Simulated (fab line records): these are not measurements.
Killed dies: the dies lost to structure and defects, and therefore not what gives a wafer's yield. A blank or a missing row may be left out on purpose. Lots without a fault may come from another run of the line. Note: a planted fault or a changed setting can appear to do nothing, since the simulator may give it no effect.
Which tool is to blame? / flow n5-finfet / 26 wafers from 10 lots sampled at 5 of the route's 1938 steps

WHAT THE GAUGES READ, wafer by wafer
N5_BEOL_M4_RC_MEAS_101.
lot=L701; measured=day 8 17:21; on=prober-02; DIBL_N (mV/V)=37.6 40.3 36.1
lot=L702; measured=day 9 12:31; on=prober-02; DIBL_N (mV/V)=39.2 39.5
lot=L704; measured=day 9 01:02; on=prober-01; DIBL_N (mV/V)=34.2 34.4
lot=L705; measured=day 9 17:25; on=prober-02; DIBL_N (mV/V)=38.1 35.4 39.0
lot=L707; measured=day 10 22:04; on=prober-02; DIBL_N (mV/V)=34.9 35.3 34.3
lot=L708; measured=day 10 21:35; on=prober-01; DIBL_N (mV/V)=36.3 36.0 35.0
lot=L714; measured=day 12 18:41; on=prober-02; DIBL_N (mV/V)=39.9 35.5 37.2
lot=L716; measured=day 13 10:46; on=prober-02; DIBL_N (mV/V)=36.8 39.3
lot=L718; measured=day 13 19:34; on=prober-01; DIBL_N (mV/V)=33.3 33.8
lot=L719; measured=day 13 10:07; on=prober-01; DIBL_N (mV/V)=36.8 35.3 35.3

WHAT TOOL EACH LOT RAN ON (gives the tool, then ch and the chambers of the sampled wafers, and finally the start)
lot=L701; N5_GATE_CUT_ETCH_37=rie-diel-06 ch 1,2, day 4 17:59; N5_GATE_CUT_CUT_ETCH_53=rie-metal-01 ch 0,1, day 4 18:19; N5_GATE_CUT_VAPOR_ETCH_51=rie-metal-01 ch 0,1, day 4 18:33; N5_GATE_CUT_ALD_22=ald-sin-03 ch 1, day 4 19:03
lot=L702; N5_GATE_CUT_ETCH_37=rie-diel-06 ch 0,2, day 5 01:40; N5_GATE_CUT_CUT_ETCH_53=rie-metal-01 ch 0,1, day 5 01:59; N5_GATE_CUT_VAPOR_ETCH_51=rie-metal-01 ch 0,1, day 5 02:13; N5_GATE_CUT_ALD_22=ald-sin-02 ch 2,3, day 5 02:26
lot=L704; N5_GATE_CUT_ETCH_37=rie-diel-02 ch 2,3, day 5 10:18; N5_GATE_CUT_CUT_ETCH_53=rie-metal-03 ch 0,1, day 5 10:38; N5_GATE_CUT_VAPOR_ETCH_51=rie-metal-03 ch 0,1, day 5 10:52; N5_GATE_CUT_ALD_22=ald-sin-02 ch 2,3, day 5 11:04
lot=L705; N5_GATE_CUT_ETCH_37=rie-diel-05 ch 0,1,3, day 5 22:25; N5_GATE_CUT_CUT_ETCH_53=rie-metal-01 ch 0,1, day 5 22:44; N5_GATE_CUT_VAPOR_ETCH_51=rie-metal-01 ch 0,1, day 5 22:58; N5_GATE_CUT_ALD_22=ald-sin-04 ch 0,1, day 5 23:44
lot=L707; N5_GATE_CUT_ETCH_37=rie-diel-06 ch 0,1,3, day 6 07:16; N5_GATE_CUT_CUT_ETCH_53=rie-metal-02 ch 1, day 6 07:35; N5_GATE_CUT_VAPOR_ETCH_51=rie-metal-02 ch 1, day 6 07:49; N5_GATE_CUT_ALD_22=ald-sin-04 ch 1,3, day 6 08:01
lot=L708; N5_GATE_CUT_ETCH_37=rie-diel-06 ch 0,2,3, day 6 15:07; N5_GATE_CUT_CUT_ETCH_53=rie-metal-02 ch 0,1, day 6 15:26; N5_GATE_CUT_VAPOR_ETCH_51=rie-metal-02 ch 0,1, day 6 15:41; N5_GATE_CUT_ALD_22=ald-sin-04 ch 0,2,3, day 6 15:53
lot=L714; N5_GATE_CUT_ETCH_37=rie-diel-06 ch 1,3, day 8 01:26; N5_GATE_CUT_CUT_ETCH_53=rie-metal-01 ch 0,1, day 8 01:46; N5_GATE_CUT_VAPOR_ETCH_51=rie-metal-01 ch 0,1, day 8 02:00; N5_GATE_CUT_ALD_22=ald-sin-03 ch 0,2, day 8 02:12
lot=L716; N5_GATE_CUT_ETCH_37=rie-diel-02 ch 1, day 8 14:01; N5_GATE_CUT_CUT_ETCH_53=rie-metal-02 ch 1, day 8 14:21; N5_GATE_CUT_VAPOR_ETCH_51=rie-metal-02 ch 1, day 8 14:35; N5_GATE_CUT_ALD_22=ald-sin-03 ch 2, day 8 14:59
lot=L718; N5_GATE_CUT_ETCH_37=rie-diel-02 ch 3, day 8 23:16; N5_GATE_CUT_CUT_ETCH_53=rie-metal-02 ch 0, day 8 23:37; N5_GATE_CUT_VAPOR_ETCH_51=rie-metal-02 ch 0, day 8 23:55; N5_GATE_CUT_ALD_22=ald-sin-02 ch 2, day 9 00:07
lot=L719; N5_GATE_CUT_ETCH_37=rie-diel-02 ch 0,2,3, day 9 05:59; N5_GATE_CUT_CUT_ETCH_53=rie-metal-02 ch 0,1, day 9 06:18; N5_GATE_CUT_VAPOR_ETCH_51=rie-metal-02 ch 0,1, day 9 06:32; N5_GATE_CUT_ALD_22=ald-sin-03 ch 1,2,3, day 9 06:44
- N5_GATE_CUT_ETCH_37: etches SOC in N2/H2, target depth 60 nm, overetch 12 nm, time 90 s.
- N5_GATE_CUT_CUT_ETCH_53: etches W in SF6/Cl2, target depth 79.2 nm.
- N5_GATE_CUT_VAPOR_ETCH_51: etches HfO2 in BCl3/Cl2.
- N5_GATE_CUT_ALD_22: deposits SiNx, target thk 16 nm, pulse time 1 s, ald cycles 320.

THE ANSWER, worked out from the rows above alone
Rule: the lots themselves supply what counts as usual. The widest of any qualifying gaps counts: lots, ordered by their means at a reading, are off when they make up no more than a third of the lots, leave a main group of 4 or more, and stand apart from it by 3 or more times the standard deviation of that group's means. If all means in a main group match to the digits the tables above print for the reading, that group is not used. A lot without any number at a reading at which 4 lots or more have one is off too. Any other lot the step has rows for is counted as sound.
Nothing can be told from this: no lot is off at any reading shown.

WHAT THE SIMULATOR PUT IN
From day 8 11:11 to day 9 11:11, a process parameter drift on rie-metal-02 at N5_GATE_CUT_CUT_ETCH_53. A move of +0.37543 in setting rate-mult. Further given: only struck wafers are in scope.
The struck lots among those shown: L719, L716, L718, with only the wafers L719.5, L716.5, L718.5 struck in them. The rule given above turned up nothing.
